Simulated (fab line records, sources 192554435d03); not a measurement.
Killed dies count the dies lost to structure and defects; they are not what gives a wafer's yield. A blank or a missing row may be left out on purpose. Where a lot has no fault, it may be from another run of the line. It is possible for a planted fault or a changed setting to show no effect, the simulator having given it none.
Comparing a struck lot with a sound one || flow n5 finfet || 37 steps out of a route of 1938
Sound: the wafers L654.2, L654.4, L654.6. Struck: wafer L643.6; the same lot's L643.5 was not struck, so it is left out; see the end for the cause.
At each step with rows: each side's tool, then ch and its chambers, then its first start. Under that, the readings that differ: sound wafers || struck wafers || difference of the means || sigmas: that difference in standard deviations of wafers without a fault.
alike: words and numbers the same on both sides, and readings whose means are apart by under 2 such deviations; not compared: readings that were withheld, readings missing a value for some wafer, numbers with overlapping values and no deviation given by the record, and bounds like >300 which may hide the same value.
A row with sigmas, a row that says differs or no value, or rows on one side alone: a step with any of these is where the two part. Numbers that have no deviation but don't overlap get no sigmas and don't part them. Lack of a reading on every wafer of one side parts them only where that side has two or more wafers.

first, 9 steps without rows for these wafers: N5_PMOS_HMC_CHANNEL_EPI_EPI_26 (deposits Si from SiH4/H2, target thk 3.8 nm, time 22.7 s); N5_FIN_SAQP_PRECLEAN_42 (cleans in O3/DIW, time 60 s); N5_FIN_SAQP_PRECLEAN_00 (cleans in SC1, time 60 s); N5_FIN_SAQP_PRECLEAN_44 (cleans in SC2, time 45 s); N5_FIN_SAQP_SRD_01 (time 30 s); N5_FIN_SAQP_ALD_61 (deposits SiO2, target thk 4 nm, pulse time 1 s, purge time 2 s); N5_FIN_SAQP_DENSIFY_62 (time 60 s); N5_FIN_SAQP_HM_DEP_03 (deposits SiNx from SiH4/NH3/N2, target thk 38 nm, time 33.6 s); N5_FIN_SAQP_PECVD_47 (deposits a-Si from SiH4/He, target thk 45 nm, time 36.3 s).
N5_FIN_SAQP_PECVD_48: deposits SiNx from SiH4/NH3/N2, target thk 25 nm, time 22.1 s.
  sound on pecvd-02 ch 0,2, day 7 15:20; struck on pecvd-03 ch 2, day 4 21:12
{"reading": "model.SiNx_of_FIN_SAQP_PECVD_48.thk nm (nm)", "sound": "25.34 25.02 25.3", "struck": 28.49, "difference": "+3.27", "sigmas": ""}
  alike: heater power w, showerhead plenum p Torr, throttle valve pct
then, 16 steps without rows for these wafers: N5_FIN_SAQP_PECVD_06 (deposits a-Si from SiH4/He, target thk 60 nm, time 48.1 s); N5_FIN_SAQP_HM_DEP_72 (deposits SiO2 from SiH4/N2O, target thk 12 nm, time 7.2 s); N5_FIN_SAQP_COAT_49 (time 60 s, resist thk 100 nm); N5_FIN_SAQP_COAT_50 (time 60 s, resist thk 35 nm); N5_FIN_SAQP_COAT_10 (resist thk 90 nm); N5_FIN_SAQP_EBR_12; N5_FIN_SAQP_SOFTBAKE_11 (time 60 s); N5_FIN_SAQP_EXPOSE_13 (exposes mask FIN CORE, target cd 35.6 nm); N5_FIN_SAQP_PEB_14 (peb time 60 s); N5_FIN_SAQP_DEVELOP_15 (develop time 30 s); N5_FIN_SAQP_DESCUM_21 (chemistry O2, time 7.9 s); N5_FIN_SAQP_ETCH_51 (etches SiARC in CF4, target depth 45.5 nm, time 75.8 s); N5_FIN_SAQP_ETCH_52 (etches SOC in N2/H2, target depth 100 nm, overetch 20 nm, time 150 s); N5_FIN_SAQP_STRIP_53 (strips in N2/H2); N5_FIN_SAQP_HM_OPEN_73 (chemistry CHF3/O2, target SiO2, stops on a-Si, target depth 12 nm, time 16.8 s); N5_FIN_SAQP_STRIP_74 (strips in CHF3/O2).
N5_FIN_SAQP_MANDREL_ETCH_22: etches a-Si in HBr/Cl2, stops on SiNx, target depth 60 nm, bt time 10 s, time 30 s.
  sound on rie si-02 ch 0,2, day 7 16:20; struck on rie si-04 ch 3, day 4 22:14
{"reading": "model.SiNx_of_FIN_SAQP_PECVD_48.thk nm (nm)", "sound": "25.34 24.88 25.16", "struck": 28.4, "difference": "+3.3", "sigmas": ""}
  alike: drypump motor current A, mfc cl2 sccm, oes product au, throttle valve pct
  not compared: rf hours counter h
then, 7 steps without rows for these wafers: N5_FIN_SAQP_STRIP_55 (strips in N2/H2); N5_FIN_SAQP_STRIP_23 (strips in SPM, time 750 s); N5_FIN_SAQP_SRD_66 (time 30 s); N5_FIN_SAQP_RECESS_75 (chemistry HF/NH3, target SiO2, target depth 14.4 nm, afs cycles 3, sublimation time 60 s); N5_FIN_SAQP_SPACER1_ALD_24 (deposits SiO2, target thk 20.3 nm, pulse time 1 s, purge time 2 s); N5_FIN_SAQP_SPACER1_ETCHBACK_25 (etches SiO2 in CHF3/O2, target depth 24.4 nm, time 12.2 s); N5_FIN_SAQP_MANDREL1_REMOVE_56 (chemistry HBr/Cl2/O2, target a-Si, stops on SiNx, bt time 10 s).
N5_FIN_SAQP_ETCH_57: etches SiNx in CH3F/O2, target depth 32.5 nm, time 46.4 s.
  sound on rie diel-03 ch 1,2,3, day 7 18:07; struck on rie diel-03 ch 3, day 5 00:19
{"reading": "etch rf on time s (s)", "sound": "46.7 46.1 46.4", "struck": 51.1, "difference": "+4.7", "sigmas": "+4"}
{"reading": "model.etch.depth nm (nm)", "sound": "25.34 24.88 25.16", "struck": 28.4, "difference": "+3.3", "sigmas": ""}
  alike: O2_flow_sccm, drypump motor current A, oes product au, rf vpp V, showerhead plenum p Torr, throttle valve pct
  not compared: rf hours counter h
-- record jumps: 6 days separate the struck wafers' starts on either side; left off in module FIN_SAQP, taken up again in module BEOL_M4, whose first shown step is the route's number 1111 --
N5_BEOL_M4_RC_MEAS_101:
  sound on prober-02 ch 0, day 14 05:16; struck on prober-02 ch 0, day 10 22:35
  alike: DIBL_N, DIBL_P, IOFF_N, IOFF_P, ION_N, ION_P, SS_N, SS_P, VT_N, VT_P
after that, 1 step had no rows for these wafers: N5_PASSIVATION_PROBE_49.

== WHERE THEY PART ==
At N5_FIN_SAQP_ETCH_57 and nowhere else, as far as this record goes. Later steps at which nothing parts them and some readings are alike: N5_BEOL_M4_RC_MEAS_101.

WHY: whatever the simulator had introduced
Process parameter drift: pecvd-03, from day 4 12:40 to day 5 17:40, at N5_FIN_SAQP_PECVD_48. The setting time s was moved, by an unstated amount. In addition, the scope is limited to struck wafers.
